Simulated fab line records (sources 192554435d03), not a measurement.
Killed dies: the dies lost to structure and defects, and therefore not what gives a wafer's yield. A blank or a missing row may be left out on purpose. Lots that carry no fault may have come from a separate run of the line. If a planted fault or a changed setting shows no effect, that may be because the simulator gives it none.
Chamber matching	flow n5-finfet	N5_BEOL_M2_ETCH_69 on rie-diel-04 has 4 sister chambers
The step etches SiARC in CF4, target depth 15.6 nm, time 26 s. 4 wafers are shown with their chamber, then 9 later ones without.

## WAFERS WITH THEIR CHAMBER
wafer	chamber	drypump-motor-current-A (A)
L092.3	3	6.2
L092.5	0	6.2
L091.2	2	5.4
L091.6	1	5.4

## WAFERS WITH NO CHAMBER GIVEN
wafer	drypump-motor-current-A (A)
L095.1	6.2
L095.4	5.4
L095.5	5.5
L094.1	5.4
L094.2	6.2
L094.4	6.2
L097.1	6.1
L097.2	5.5
L097.6	6.2

## THE CHAMBER EACH PASSED THROUGH
wafer	from the rows above	in truth
L095.1	can't be placed: 0 or 3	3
L095.4	can't be placed: 1 or 2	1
L095.5	can't be placed: 1 or 2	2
L094.1	can't be placed: 1 or 2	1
L094.2	can't be placed: 0 or 3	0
L094.4	can't be placed: 0 or 3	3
L097.1	can't be placed: 0 or 3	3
L097.2	can't be placed: 1 or 2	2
L097.6	can't be placed: 0 or 3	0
0 of 9 placed correctly. Unplaceable from these rows: 9, with the true chamber sitting among the candidates in 9. Wrongly placed: 0.
How it was worked out, from the rows above alone: a wafer's distance from a chamber is the root of the sum, over the readings, of the square of ((its reading less the chamber's mean) divided by the reading's scatter). If the next closest chamber is less than 2 further off than the closest, the wafer can't be placed; otherwise it belongs to the closest. The mean given for a chamber averages the wafers shown for that chamber. The scatter: root of mean squared gap, hidden wafer to nearest shown wafer, with one shown wafer a chamber.
